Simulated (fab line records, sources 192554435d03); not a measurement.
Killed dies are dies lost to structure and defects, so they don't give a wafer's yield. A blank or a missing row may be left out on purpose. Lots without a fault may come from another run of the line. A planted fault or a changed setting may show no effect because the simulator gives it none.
fab line records | flow n5_finfet
record lots=7 wafers=17 last_day=19
route steps=1938 shown BEOL_M3@968 BEOL_M4@1111 PASSIVATION@1936
lots that met no fault: from a run of the same line without faults
start_h: hours from the record's first day to the start of the lot's first wafer shown | wait_h: hours since the lot's step before | " the same as in the row above | L1.1+2: a row that stands for several wafers | - no value, or no start given | * or withheld: withheld | < > ~ a bound
route shown NAME@n: a module of which the file shows steps, and the number in the route of the first | usual: mean/standard deviation of fault-free wafers | same: alike in all rows | chamber/n: place in a boat | sites: the reading at each site | _std_site: their standard deviation | _edge_site: outer sites' mean less inner sites' | radius_mm: how far each site lies from the wafer's centre | mask NAME#n: copy n | behind: the tool/chamber that last shaped the wafer | hold: why the lot was held/for how many hours/how that ended | device: the transistor (n, p or np) that didn't switch | end of line: the same wafers' tests at the end of the route | a step without rows: its recipe alone | killed: dies lost to structure and defects at the first sort, not the wafer's yield | map: a wafer's dies, x killed, . not, _ none there
set.NAME: the setting as run; set.NAME@STEP: as run at that earlier step | model.NAME: the simulator's own value behind a step, which no gauge read
lots at some steps of the route; a table a step, a row a wafer
services: from which hour (start_h, from the record's first day; less than 0 if before it) a tool's chamber was out of use, for how many hours, and why
## steps
# step N5_BEOL_M3_INSPECT_30
# recipe mode=adi inspect_instrument=brightfield
# usual raw_defect_count=409/110
# columns lot.wafer tool chamber start_h wait_h raw_defect_count
L469.1 defect_inspect-01 - 153.55 0.1 259
L469.3 " - " " 321
L469.4 " - " " 349
L475.3 defect_inspect-01 - 194.20 0.0 319
L475.4 " - " " 367
L475.6 " - " " 286
L482.4 defect_inspect-01 - 245.41 0.0 403
L482.5 " - " " 389
L481.2 defect_inspect-01 - 252.32 0.0 397
L481.5 " - " " 347
L483.2 defect_inspect-02 - 253.53 0.0 384
L483.5 " - " " 517
L486.2 defect_inspect-01 - 282.98 0.0 345
L486.4 " - " " 397
L486.6 " - " " 469
L490.5 defect_inspect-01 - 302.96 0.0 319
L490.6 " - " " 378
# step N5_BEOL_M3_DESCUM_33
# recipe chemistry=O2 time_s=7 source_power_w=50 bias_power_w=20 pressure_mtorr=20 rf_frequency_hz=2.712e+07 temp_c=40 resist=CAR-EUV o2_flow_sccm=225
# step N5_BEOL_M3_ETCH_77
# recipe chemistry=N2/H2 target=underlayer target_depth_a=65 mask_material=CAR-EUV time_s=5.2 ion_energy_ev=200 pressure_mtorr=30 source_w=840 bias_w=150 n2_flow_sccm=200 h2_flow_sccm=200 ends=cleared
# usual drypump_motor_current_A=5.8/0.48 etch_rf_on_time_s=5.13/0.1 n2_flow_sccm=200.0/0.62 oes_product_au=0.70/0.079 rf_vpp_V=523.6/2.5 showerhead_plenum_p_Torr=2.54/0.088 throttle_valve_pct=17.7/0.32
# columns lot.wafer tool chamber start_h wait_h drypump_motor_current_A etch_rf_on_time_s n2_flow_sccm oes_product_au rf_hours_counter_h rf_vpp_V showerhead_plenum_p_Torr throttle_valve_pct
L469.1 rie_diel-01 3 153.62 0.0 5.4 5.16 200.0 0.59 246 522.1 2.49 17.7
L469.3 " 0 " " 6.4 5.19 199.5 0.71 93 526.9 2.57 17.6
L469.4 " 1 " " 5.8 4.99 200.0 0.80 24 527.7 2.70 17.3
L475.3 rie_diel-01 0 194.27 0.0 6.5 5.16 198.5 0.70 108 525.2 2.56 17.6
L475.4 " 3 " " 5.4 5.07 199.7 0.85 1 522.0 2.48 17.2
L475.6 " 1 " " 5.7 5.01 199.8 0.77 - 526.5 2.70 17.4
L482.4 rie_diel-01 1 245.48 0.0 5.8 4.95 200.6 0.75 57 527.6 2.69 17.4
L482.5 " 3 " " 5.4 5.01 200.8 0.80 - 522.0 2.48 17.3
L481.2 rie_diel-02 3 252.39 0.0 6.2 5.24 199.4 0.58 235 519.8 2.41 18.1
L481.5 " 0 " " 5.6 4.95 199.9 0.77 - 522.3 2.48 17.6
L483.2 rie_diel-02 3 253.60 0.0 6.2 5.27 200.0 0.58 236 520.0 2.41 18.1
L483.5 " 3 " " 6.2 5.20 200.4 0.58 - 519.7 2.41 18.1
L486.2 rie_diel-01 1 283.05 0.0 5.8 5.00 199.3 0.73 66 527.4 2.69 17.4
L486.4 " 2 " " 5.7 5.20 199.4 0.69 73 523.5 2.60 17.8
L486.6 " 0 " " 6.5 5.25 199.2 0.66 - 523.0 2.55 17.7
L490.5 rie_diel-01 2 303.04 0.0 5.7 5.30 200.3 0.68 - 523.7 2.60 17.8
L490.6 " 3 " " 5.4 5.10 199.8 0.76 - 523.5 2.47 17.2
# step N5_BEOL_M3_ETCH_69
# recipe chemistry=CF4 target=SiARC target_depth_a=156 mask_material=CAR-EUV time_s=26 ion_energy_ev=80 pressure_mtorr=40 source_w=545 bias_w=36 Ar_flow_sccm=100 cf4_flow_sccm=100 ends=cleared
# step N5_BEOL_M3_ALD_98
# recipe material=SiO2 target_thk_a=25 temp_c=100 ald_precursor_family=BDEAS ald_co_reactant=O2-plasma pulse_time_s=1 co_reactant_pulse_time_s=1 purge_time_s=2 co_reactant_purge_time_s=2 ald_cycles=17 pressure_torr=2
# usual chamber_pressure_Torr=2.000/0.0042 heater_power_w=76/6.5 precursor_pulse_height_rel=0.998/0.021
# same purge_time_s=2
# columns lot.wafer tool chamber start_h wait_h chamber_pressure_Torr heater_power_w precursor_pulse_height_rel
L469.1 ald_sin-03 1 153.72 0.1 1.994 72 0.981
L469.3 " 3 " " 2.000 79 0.985
L469.4 " 0 " " 1.997 73 0.986
L475.3 ald_sin-03 3 194.37 0.1 2.004 78 0.987
L475.4 " 1 " " 1.999 73 1.024
L475.6 " 3 " " 2.002 81 1.018
L482.4 ald_sin-01 0 245.78 0.3 2.002 81 1.010
L482.5 " 0 " " 2.008 81 1.004
L481.2 ald_sin-01 0 252.49 0.1 2.002 80 1.018
L481.5 " 1 " " 1.999 81 0.969
L483.2 ald_sin-03 0 253.70 0.1 1.995 72 0.997
L483.5 " 3 " " 1.994 80 0.999
L486.2 ald_sin-03 0 283.51 0.4 1.999 74 1.034
L486.4 " 0 " " 1.995 71 1.016
L486.6 " 2 " " 1.998 74 0.984
L490.5 ald_sin-04 0 303.18 0.1 2.003 63 1.026
L490.6 " 1 " " 1.991 75 1.011
# step N5_BEOL_M3_ETCHBACK_99
# recipe chemistry=CHF3 target=SiO2 target_depth_a=50 time_s=10.4 source_w=215 bias_w=47 Ar_flow_sccm=200 CHF3_flow_sccm=12 ion_energy_ev=100 pressure_mtorr=30
# usual drypump_motor_current_A=5.8/0.5 oes_product_au=0.81/0.096 rf_vpp_V=239/4.1 showerhead_plenum_p_Torr=2.14/0.061 throttle_valve_pct=17.0/0.31
# columns lot.wafer tool chamber start_h wait_h drypump_motor_current_A oes_product_au rf_hours_counter_h rf_vpp_V showerhead_plenum_p_Torr throttle_valve_pct
L469.1 rie_diel-01 1 165.98 12.2 5.8 0.91 27 237 2.27 16.4
L469.3 " 2 " " 5.7 0.87 33 242 2.19 16.9
L469.4 " 3 " " 5.4 0.69 249 246 2.12 17.1
L475.3 rie_diel-03 3 198.14 3.7 6.6 0.91 25 237 2.21 16.8
L475.4 " 2 " " 5.8 0.73 146 236 2.16 17.0
L475.6 " 3 " " 6.6 0.91 - 238 2.21 16.9
L482.4 rie_diel-01 1 247.31 1.5 5.8 0.86 57 235 2.26 16.5
L482.5 " 2 " " 5.7 0.82 - 241 2.18 16.9
L481.2 rie_diel-01 3 252.61 0.1 5.4 0.92 19 246 2.12 16.7
L481.5 " 3 " " 5.4 0.92 - 245 2.12 16.7
L483.2 rie_diel-01 0 253.81 0.1 6.4 0.80 128 237 2.15 16.8
L483.5 " 0 " " 6.5 0.79 - 236 2.15 16.8
L486.2 rie_diel-02 0 292.69 9.1 5.6 0.88 44 236 2.11 17.0
L486.4 " 1 " " 5.2 0.69 244 233 2.06 17.6
L486.6 " 3 " " 6.2 0.66 - 244 2.05 17.3
L490.5 rie_diel-03 2 308.39 5.2 5.8 0.70 - 237 2.15 17.0
L490.6 " 3 " " 6.6 0.84 - 236 2.19 16.9
# step N5_BEOL_M3_ETCH_70
# recipe chemistry=N2/H2 target=SOC target_depth_a=800 overetch_a=160 mask_material=SiARC temp_c=40 time_s=120 ion_energy_ev=200 pressure_mtorr=30 source_w=840 bias_w=150 n2_flow_sccm=200 h2_flow_sccm=200
# usual drypump_motor_current_A=5.8/0.51 n2_flow_sccm=200.0/0.61 oes_product_au=0.62/0.068 rf_vpp_V=523.3/2.4 run_length_s=143.3/0.48 showerhead_plenum_p_Torr=2.52/0.083 throttle_valve_pct=17.7/0.32
# columns lot.wafer tool chamber start_h wait_h drypump_motor_current_A n2_flow_sccm oes_product_au rf_hours_counter_h rf_vpp_V run_length_s showerhead_plenum_p_Torr throttle_valve_pct
L469.1 rie_diel-01 1 166.02 0.0 5.8 199.5 0.69 27 527.1 143.2 2.70 17.3
L469.3 " 2 " " 5.8 200.2 0.66 33 524.8 143.8 2.61 17.7
L469.4 " 3 " " 5.4 199.8 0.52 249 522.8 143.0 2.48 17.7
L475.3 rie_diel-03 3 198.17 0.0 6.6 199.7 0.68 25 524.8 144.2 2.59 17.5
L475.4 " 2 " " 5.8 199.7 0.57 146 524.6 143.2 2.55 17.7
L475.6 " 3 " " 6.7 200.1 0.68 - 526.1 144.0 2.59 17.5
L482.4 rie_diel-01 1 247.35 0.0 5.7 200.2 0.66 57 527.2 142.9 2.69 17.4
L482.5 " 2 " " 5.7 200.2 0.62 - 523.9 143.2 2.60 17.8
L481.2 rie_diel-01 3 252.65 0.0 5.3 200.5 0.69 19 522.1 143.2 2.48 17.2
L481.5 " 3 " " 5.3 200.1 0.70 - 521.2 143.0 2.48 17.2
L483.2 rie_diel-01 0 253.85 0.0 6.5 200.5 0.61 128 524.2 143.4 2.55 17.6
L483.5 " 0 " " 6.4 200.1 0.61 - 523.5 143.1 2.55 17.6
L486.2 rie_diel-02 0 292.73 0.0 5.6 200.3 0.66 44 522.3 143.4 2.47 17.6
L486.4 " 1 " " 5.2 199.9 0.53 244 520.1 143.1 2.40 18.2
L486.6 " 3 " " 6.2 200.8 0.52 - 521.0 144.5 2.41 18.1
L490.5 rie_diel-03 2 308.45 0.0 5.8 201.1 0.54 - 523.1 143.2 2.54 17.8
L490.6 " 3 " " 6.6 200.6 0.64 - 525.8 144.0 2.58 17.6
# step N5_BEOL_M3_STRIP_71
# recipe chemistry=N2/H2 temp_c=40 n2_flow_sccm=200 h2_flow_sccm=200 rf_frequency_hz=6e+07
# step N5_BEOL_M3_STRIP_78
# recipe chemistry=N2/H2 temp_c=40 n2_flow_sccm=200 h2_flow_sccm=200 rf_frequency_hz=6e+07
# step N5_BEOL_M3_VIA_ETCH_34
# recipe chemistry=C4F6/O2 target_depth_a=694 mask_material=SOC pressure_mtorr=15 ion_energy_ev=250 taper_deg=4 time_s=65.9 source_w=350 bias_w=170 Ar_flow_sccm=300 C4F6_flow_sccm=10 O2_flow_sccm=10
# usual drypump_motor_current_A=5.8/0.5 oes_product_au=0.81/0.096 rf_vpp_V=660/11 run_length_s=89.2/0.47 showerhead_plenum_p_Torr=2.83/0.077 throttle_valve_pct=30.7/0.4
# columns lot.wafer tool chamber start_h wait_h drypump_motor_current_A oes_product_au rf_hours_counter_h rf_vpp_V run_length_s showerhead_plenum_p_Torr throttle_valve_pct
L469.1 rie_diel-01 1 166.12 0.0 5.8 0.91 27 650 88.8 3.00 30.1
L469.3 " 2 " " 5.7 0.86 33 669 89.1 2.89 30.6
L469.4 " 3 " " 5.4 0.68 249 681 89.3 2.81 30.8
L475.3 rie_diel-03 3 198.27 0.0 6.6 0.92 25 655 89.8 2.91 30.8
L475.4 " 2 " " 5.8 0.74 146 656 89.3 2.86 30.5
L475.6 " 3 " " 6.7 0.90 - 655 89.8 2.91 30.8
L482.4 rie_diel-01 1 247.45 0.0 5.8 0.87 57 649 89.0 2.98 30.2
L482.5 " 2 " " 5.7 0.83 - 667 88.8 2.88 30.6
L481.2 rie_diel-01 3 252.75 0.0 5.4 0.91 19 683 89.3 2.80 30.3
L481.5 " 3 " " 5.4 0.92 - 681 88.8 2.80 30.4
L483.2 rie_diel-01 0 253.95 0.0 6.5 0.79 128 654 89.5 2.84 30.2
L483.5 " 0 " " 6.4 0.80 - 654 89.1 2.84 30.2
L486.2 rie_diel-02 0 292.83 0.0 5.6 0.88 44 651 89.6 2.78 30.8
L486.4 " 1 " " 5.2 0.69 244 645 89.1 2.72 31.5
L486.6 " 3 " " 6.2 0.66 - 674 89.9 2.71 31.1
L490.5 rie_diel-03 2 308.54 0.0 5.8 0.71 - 655 89.4 2.84 30.5
L490.6 " 3 " " 6.7 0.84 - 656 89.8 2.90 30.8
# step N5_BEOL_M3_STRIP_83
# recipe chemistry=C4F6/O2 resist=SiARC rf_frequency_hz=6e+07
# step N5_BEOL_M3_STRIP_36
# recipe chemistry=N2/H2 power_w=450 temp_c=40 pressure_mtorr=20 rf_frequency_hz=6e+07 overash_fraction=0.3 bias_power_w=7 h2_frac=0.5 n2_flow_sccm=200 h2_flow_sccm=200
# step N5_BEOL_M3_TRENCH_ETCH_37
# recipe chemistry=C4F6/O2 target_depth_a=555.55 target=SiOC time_s=29.2 ion_energy_ev=250 pressure_mtorr=30 source_w=355 bias_w=185 Ar_flow_sccm=300 C4F6_flow_sccm=10 O2_flow_sccm=10
# usual drypump_motor_current_A=5.8/0.51 oes_product_au=0.81/0.096 rf_vpp_V=660/11 run_length_s=52.5/0.48 showerhead_plenum_p_Torr=2.83/0.077 throttle_valve_pct=20.8/0.31
# columns lot.wafer tool chamber start_h wait_h drypump_motor_current_A oes_product_au rf_hours_counter_h rf_vpp_V run_length_s showerhead_plenum_p_Torr throttle_valve_pct model.etch.depth_nm model.BEOL_M3.feature_depth_nm model.TiN_of_BEOL_M3_HM_DEP_02.thk_nm
L469.1 rie_diel-01 1 166.22 - 5.7 0.91 27 649 52.5 3.00 20.2 56.77 56.8 17.2
L469.3 " 2 " " 5.7 0.87 33 667 52.5 2.90 20.7 56.32 56.4 17.2
L469.4 " 3 " " 5.3 0.69 249 680 52.1 2.81 20.9 56.26 56.2 17.4
L475.3 rie_diel-03 3 198.37 - 6.6 0.91 26 655 52.8 2.92 20.7 57.51 57.6 17.4
L475.4 " 2 " " 5.8 0.74 146 655 52.6 2.86 20.7 55.77 55.8 17.4
L475.6 " 3 " " 6.7 0.90 - 656 52.8 2.92 20.7 57.12 57.2 17.8
L482.4 rie_diel-01 1 247.55 - 5.8 0.87 57 649 52.3 2.99 20.3 56.22 56.2 17.8
L482.5 " 2 " " 5.7 0.82 - 666 46.8 2.88 20.7 44.84 44.8 18.6
L481.2 rie_diel-01 3 252.85 - 5.4 0.92 19 681 47.4 2.80 20.5 45.92 46 18.2
L481.5 " 3 " " 5.4 0.92 - 681 46.9 2.80 20.5 46.7 46.8 18.4
L483.2 rie_diel-01 0 254.05 - 6.5 0.79 128 653 46.8 2.84 20.6 45.06 45 18.6
L483.5 " 0 " " 6.5 0.79 - 655 46.9 2.84 20.6 45.1 45.2 18.4
L486.2 rie_diel-02 0 292.93 - 5.6 0.88 44 652 52.5 2.79 20.8 57.25 57.2 17.6
L486.4 " 1 " " 5.2 0.69 244 647 52.5 2.73 21.4 55.28 55.2 17.8
L486.6 " 3 " " 6.2 0.67 - 673 54.0 2.71 21.1 54.49 54.4 17.8
L490.5 rie_diel-03 2 308.63 - 5.8 0.70 - 654 52.6 2.84 20.8 54.53 54.6 17.8
L490.6 " 3 " " 6.6 0.85 - 653 53.0 2.90 20.7 57.06 57 17.6
# step N5_BEOL_M3_ETCH_41
# recipe chemistry=CH3F/O2 target=SiCN target_depth_a=299 taper_deg=2 time_s=52.5 ion_energy_ev=120 mask_material=TiN pressure_mtorr=30 source_w=395 bias_w=75 Ar_flow_sccm=150 CH3F_flow_sccm=30 O2_flow_sccm=20
# step N5_BEOL_M3_STRIP_97
# recipe chemistry=N2/H2 time_s=10 power_w=450 temp_c=40 pressure_mtorr=20 rf_frequency_hz=6e+07 bias_power_w=7 n2_flow_sccm=200 h2_flow_sccm=200
# step N5_BEOL_M3_OCD_MEAS_38
# usual trench_depth_nm=55.7/1.1
# columns lot.wafer tool chamber start_h wait_h trench_depth_nm
L469.1 ocd-02 - 166.37 - 56.5
L469.3 " - " " 55.8
L469.4 " - " " 56.4
L475.3 ocd-02 - 198.53 - 57.8
L475.4 " - " " 56.0
L475.6 " - " " 56.9
L482.4 ocd-02 - 247.71 - 55.7
L482.5 " - " " 45.5
L481.2 ocd-02 - 253.00 - 46.2
L481.5 " - " " 47.2
L483.2 ocd-02 - 254.21 - 45.7
L483.5 " - " " 45.0
L486.2 ocd-02 - 293.09 - 57.5
L486.4 " - " " 55.3
L486.6 " - " " 55.0
L490.5 ocd-01 - 308.77 - 54.4
L490.6 " - " " 57.2
# step N5_BEOL_M3_HM_STRIP_39
# recipe chemistry=peroxide_tin_strip material=TiN target_depth_a=250 temp_c=50 time_s=158
# step N5_BEOL_M4_RC_MEAS_101
# usual DIBL_N=37.2/2.1 DIBL_P=37.3/2.3 IOFF_N=0.18/0.041 IOFF_P=0.24/0.042 ION_N=680/13 ION_P=466/7.7 SS_N=71.8/0.68 SS_P=73.5/0.66 VT_N=249/3.6 VT_P=-248/3.4
# columns lot.wafer tool chamber start_h wait_h DIBL_N[mV/V] DIBL_P[mV/V] IOFF_N[nA/um] IOFF_P[nA/um] ION_N[uA/um] ION_P[uA/um] SS_N[mV/dec] SS_P[mV/dec] VT_N[mV] VT_P[mV]
L469.1 prober-01 0 181.95 0.0 40.3 40.1 0.26 0.28 702 470 72.7 74.2 243 -248
L469.3 " 0 " " 36.7 35.7 0.17 0.21 686 464 71.6 73.6 249 -251
L469.4 " 0 " " 37.9 37.0 0.20 0.22 689 463 72.1 74.0 247 -251
L475.3 prober-01 0 211.91 0.3 38.4 39.0 0.21 0.26 688 465 72.0 73.7 244 -249
L475.4 " 0 " " 33.6 34.5 0.12 0.18 661 463 71.1 72.1 252 -252
L475.6 " 0 " " 33.7 34.4 0.12 0.18 663 460 70.5 72.4 251 -252
L482.4 prober-02 0 261.56 0.5 36.4 36.4 0.15 0.17 666 453 71.2 73.0 249 -256
L482.5 " 0 " " 36.9 37.7 0.15 0.19 664 446 71.6 73.6 250 -255
L481.2 prober-01 0 269.08 0.2 40.9 40.6 0.24 0.29 691 467 72.1 74.9 246 -245
L481.5 " 0 " " 39.7 39.7 0.21 0.26 678 462 72.4 73.8 249 -246
L483.2 prober-02 0 271.09 0.2 36.5 37.6 0.17 0.24 688 483 71.8 73.5 248 -247
L483.5 " 0 " " 40.1 42.2 0.26 0.34 710 488 73.0 75.3 243 -243
L486.2 prober-01 0 308.52 0.6 38.6 38.9 0.16 0.22 668 455 71.4 73.9 253 -252
L486.4 " 0 " " 35.9 35.5 0.12 0.19 665 464 71.0 72.7 252 -254
L486.6 " 0 " " 35.9 35.1 0.13 0.18 668 458 70.6 73.4 256 -254
L490.5 prober-02 0 336.51 0.6 39.7 40.4 0.25 0.33 698 472 72.4 74.7 246 -243
L490.6 " 0 " " 39.6 39.7 0.24 0.31 690 468 72.3 74.9 247 -244
# step N5_PASSIVATION_PROBE_49
# usual defect_limited_yield=91.0/1.6 killed_at_M0_to_M3=35/11 killed_at_M4_up=14/5.3 killed_at_contacts=13/6.7 killed_at_front_end=41/12 killed_at_other=3.9/2.7 killed_dies=106/19 killed_open=70/14 killed_short=35/8.8 sort_bin_4_leakage=0.01/0.058 sort_bin_5_function=5.3/1 sort_bin_6_memory=3.3/0.81 sort_n_pass=1073/19 sort_yield_pct=91.0/1.6
# same gross_dies=1180 killed_at_back_side=0 sort_bin_8_speed[%]=0
# columns lot.wafer tool chamber start_h wait_h defect_limited_yield[%] killed_at_M0_to_M3 killed_at_M4_up killed_at_contacts killed_at_front_end killed_at_other killed_dies killed_open killed_short sort_bin_4_leakage[%] sort_bin_5_function[%] sort_bin_6_memory[%] sort_n_pass sort_yield_pct[%]
L469.1 prober-02 - 318.50 0.0 93.0 29 15 6 28 5 83 45 33 0 4.0 2.7 1097 93.0
L469.3 prober-02 - 318.60 0.1 91.2 34 12 10 46 2 104 74 24 0 4.8 3.6 1076 91.2
L469.4 prober-02 - 318.65 0.2 90.0 36 12 19 48 3 118 74 37 0 5.8 3.7 1062 90.0
L475.3 prober-02 - 325.93 0.1 89.4 43 16 12 46 8 125 60 64 0 6.2 3.9 1055 89.4
L475.4 prober-02 - 325.98 0.2 90.2 34 17 16 43 6 116 74 39 0 6.3 3.2 1064 90.2
L475.6 prober-02 - 326.08 0.3 90.3 26 11 10 64 3 114 72 39 0 6.0 3.1 1066 90.3
L482.4 prober-02 - 369.79 0.2 93.6 21 18 6 28 3 76 47 28 0 4.2 1.9 1104 93.6
L482.5 prober-02 - 369.84 0.2 90.9 37 15 14 37 4 107 67 40 0 5.3 3.3 1073 90.9
L481.2 prober-02 - 370.69 0.1 91.5 32 12 11 40 5 100 64 36 0 4.7 3.4 1080 91.5
L481.5 prober-02 - 370.84 0.2 92.5 20 12 10 45 1 88 55 33 0 4.4 2.9 1092 92.5
L483.2 prober-01 - 387.73 0.1 93.1 31 9 13 23 5 81 57 23 0 4.1 2.7 1099 93.1
L483.5 prober-01 - 387.88 0.2 92.8 21 16 8 35 5 85 59 23 0.08 3.9 2.6 1094 92.7
L486.2 prober-01 - 422.83 0.1 88.8 59 9 16 46 2 132 96 35 0 5.6 5.2 1048 88.8
L486.4 prober-01 - 422.93 0.2 90.1 40 8 16 52 1 117 81 35 0 5.9 3.6 1063 90.1
L486.6 prober-01 - 423.03 0.3 91.4 55 11 4 27 5 102 73 29 0 5.3 3.0 1078 91.4
L490.5 prober-01 - 450.51 0.5 92.7 36 7 14 29 0 86 59 27 0 4.4 2.9 1094 92.7
L490.6 prober-01 - 450.56 0.6 91.4 22 9 10 59 2 102 64 38 0 5.3 3.0 1078 91.4
# killed by level:class
L469.1 BEOL_M0_SAQP:geometric_particle:short=9 BEOL_M2:geometric_particle:open=7 GATE_CUT:geometric_particle:short=6 STI_FIN_REVEAL:geometric_particle:open=5 BEOL_M4:geometric_particle:open=5 MOL_CONTACT_COAG:geometric_particle:open=4 BEOL_M5:geometric_particle:open=4 GATE_CUT:geometric_particle:open=3
L469.3 GATE_CUT:geometric_particle:open=10 BEOL_M2:geometric_particle:open=10 MOL_CONTACT_COAG:geometric_particle:open=9 BEOL_M5:geometric_particle:open=8 FIN_SAQP:geometric_particle:open=7 STI_FIN_REVEAL:geometric_particle:open=7 BEOL_M1:geometric_particle:open=6 FIN_SAQP:geometric_particle:short=5
L469.4 STI_FIN_REVEAL:geometric_particle:open=14 MOL_CONTACT_COAG:geometric_particle:open=14 BEOL_M0_SAQP:geometric_particle:short=8 GATE_CUT:geometric_particle:short=7 GATE_CUT:geometric_particle:open=6 BEOL_M0_SAQP:geometric_particle:open=6 BEOL_M1:geometric_particle:open=6 BEOL_M2:geometric_particle:open=6
L475.3 FIN_SAQP:geometric_particle:short=18 BEOL_M0_SAQP:geometric_particle:short=18 FIN_SAQP:geometric_particle:open=11 MOL_CONTACT_COAG:geometric_particle:open=9 BEOL_M0_SAQP:geometric_particle:open=9 BEOL_M3:geometric_particle:open=8 BEOL_M1:geometric_particle:short=5 STARTING-WAFER:geometric_particle:short=5
L475.4 FIN_SAQP:geometric_particle:open=16 MOL_CONTACT_COAG:geometric_particle:open=13 BEOL_M0_SAQP:geometric_particle:open=11 BEOL_M0_SAQP:geometric_particle:short=10 BEOL_M4:geometric_particle:open=7 FIN_SAQP:geometric_particle:short=6 BEOL_M1:geometric_particle:open=5 BEOL_M4:geometric_particle:short=5
L475.6 FIN_SAQP:geometric_particle:open=16 STI_FIN_REVEAL:geometric_particle:open=11 FIN_SAQP:geometric_particle:short=8 GATE_CUT:geometric_particle:short=8 MOL_CONTACT_COAG:geometric_particle:open=7 BEOL_M1:geometric_particle:open=7 GATE_CUT:geometric_particle:open=5 ILD0:geometric_particle:open=4
L482.4 BEOL_M4:geometric_particle:open=12 BEOL_M0_SAQP:geometric_particle:short=6 FIN_SAQP:geometric_particle:open=5 MOL_CONTACT_COAG:geometric_particle:open=5 BEOL_M0_SAQP:geometric_particle:open=5 BEOL_M1:geometric_particle:open=5 STARTING-WAFER:geometric_particle:short=5 STI_FIN_REVEAL:geometric_particle:open=4
L482.5 BEOL_M0_SAQP:geometric_particle:open=12 FIN_SAQP:geometric_particle:short=11 FIN_SAQP:geometric_particle:open=10 MOL_CONTACT_COAG:geometric_particle:open=10 BEOL_M0_SAQP:geometric_particle:short=9 STI_FIN_REVEAL:geometric_particle:open=8 BEOL_M1:geometric_particle:open=7 BEOL_M4:geometric_particle:open=6
L481.2 BEOL_M3:geometric_particle:open=14 FIN_SAQP:geometric_particle:short=13 MOL_CONTACT_COAG:geometric_particle:open=11 STI_FIN_REVEAL:geometric_particle:open=6 BEOL_M0_SAQP:geometric_particle:short=6 BEOL_M1:geometric_particle:open=6 FIN_SAQP:geometric_particle:open=5 BEOL_M4:geometric_particle:open=5
L481.5 STI_FIN_REVEAL:geometric_particle:open=14 MOL_CONTACT_COAG:geometric_particle:open=9 FIN_SAQP:geometric_particle:short=7 STI_FIN_REVEAL:geometric_particle:short=7 BEOL_M8:geometric_particle:open=6 GATE_CUT:geometric_particle:short=5 BEOL_M1:geometric_particle:open=5 FIN_SAQP:geometric_particle:open=4
L483.2 MOL_CONTACT_COAG:geometric_particle:open=12 BEOL_M0_SAQP:geometric_particle:short=9 STI_FIN_REVEAL:geometric_particle:open=7 BEOL_M3:geometric_particle:open=6 BEOL_M0_SAQP:geometric_particle:open=5 GATE_CUT:geometric_particle:open=4 BEOL_M1:geometric_particle:open=4 FIN_SAQP:geometric_particle:open=3
L483.5 STI_FIN_REVEAL:geometric_particle:open=13 MOL_CONTACT_COAG:geometric_particle:open=8 BEOL_M0_SAQP:geometric_particle:open=8 FIN_SAQP:geometric_particle:open=7 FIN_SAQP:geometric_particle:short=5 BEOL_M2:geometric_particle:open=4 BEOL_M4:geometric_particle:open=4 GATE_CUT:geometric_particle:short=3
L486.2 STI_FIN_REVEAL:geometric_particle:open=21 BEOL_M0_SAQP:geometric_particle:open=19 BEOL_M2:geometric_particle:open=15 MOL_CONTACT_COAG:geometric_particle:open=13 BEOL_M0_SAQP:geometric_particle:short=13 BEOL_M1:geometric_particle:open=8 STI_FIN_REVEAL:geometric_particle:short=6 GATE_CUT:geometric_particle:open=5
L486.4 STI_FIN_REVEAL:geometric_particle:open=22 MOL_CONTACT_COAG:geometric_particle:open=14 BEOL_M0_SAQP:geometric_particle:short=10 BEOL_M0_SAQP:geometric_particle:open=9 FIN_SAQP:geometric_particle:open=7 GATE_CUT:geometric_particle:short=7 BEOL_M2:geometric_particle:open=7 BEOL_M1:geometric_particle:open=5
L486.6 BEOL_M2:geometric_particle:open=18 STI_FIN_REVEAL:geometric_particle:open=10 BEOL_M1:geometric_particle:open=8 BEOL_M0_SAQP:geometric_particle:short=6 BEOL_M0_SAQP:geometric_particle:open=5 BEOL_M1:geometric_particle:short=5 DUMMY_GATE:geometric_particle:open=4 BEOL_M0:geometric_particle:open=4
L490.5 MOL_CONTACT_COAG:geometric_particle:open=13 BEOL_M1:geometric_particle:open=12 BEOL_M0_SAQP:geometric_particle:open=9 FIN_SAQP:geometric_particle:short=7 FIN_SAQP:geometric_particle:open=4 STI_FIN_REVEAL:geometric_particle:open=4 BEOL_M3:geometric_particle:open=4 BEOL_M3:geometric_particle:short=4
L490.6 FIN_SAQP:geometric_particle:open=17 MOL_CONTACT_COAG:geometric_particle:open=8 DUMMY_GATE:geometric_particle:open=7 GATE_CUT:geometric_particle:short=7 STI_FIN_REVEAL:geometric_particle:open=5 DUMMY_GATE:geometric_particle:short=4 BEOL_M0_SAQP:geometric_particle:short=4 STARTING-WAFER:geometric_particle:open=4
## services
# columns tool chamber start_h hours kind
ald_sin-01 2 154.61 3.5 repair
ald_sin-03 3 157.48 4.7 repair
rie_diel-03 2 170.50 10.6 repair
rie_diel-01 3 172.28 - clean
rie_diel-01 3 172.28 - consumable_replace:focus_ring
rie_diel-01 3 172.28 17.3 scheduled_down
ald_sin-01 - 176.75 14.0 pm
ald_sin-04 1 184.90 24.7 repair
rie_diel-02 - 186.52 0.8 repair
ald_sin-01 3 193.72 11.2 repair
rie_diel-01 3 216.72 5.4 repair
rie_diel-02 - 226.79 14.6 pm
ald_sin-01 1 248.74 3.7 repair
ald_sin-01 - 255.45 14.6 pm
ald_sin-04 3 261.35 4.5 repair
ald_sin-03 3 264.19 33.8 repair
ald_sin-04 - 268.66 14.0 pm
ald_sin-03 - 271.47 1.1 repair
rie_diel-01 - 271.77 2.8 pm
rie_diel-02 0 275.91 6.9 repair
ald_sin-04 - 282.66 2.8 pm
rie_diel-01 2 285.53 14.8 repair
ald_sin-04 0 299.30 2.9 repair
ald_sin-01 0 302.43 4.5 repair
## key
first_sign step=N5_BEOL_M3_TRENCH_ETCH_37 reading=run_length_s direction=down sigmas=12 usual=* struck=*
effect step=N5_BEOL_M3_OCD_MEAS_38 reading=trench_depth_nm direction=down sigmas=9.1 usual=55.7 struck=45.9
model_effect step=N5_BEOL_M3_TRENCH_ETCH_37 value=etch.depth_nm without=55.82 struck=45.52
met_at N5_BEOL_M3_TRENCH_ETCH_37
struck_wafers L481.2,L481.5,L482.5,L483.2,L483.5
onset_between 166.22 247.55
fault kind=process_parameter_drift tool=rie_diel-01 chamber=- onset_h=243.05 steps=N5_BEOL_M3_TRENCH_ETCH_37 channel=time_s offset=* shape=step end_h=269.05 scope=struck_wafers_only acts_in=* stated=*
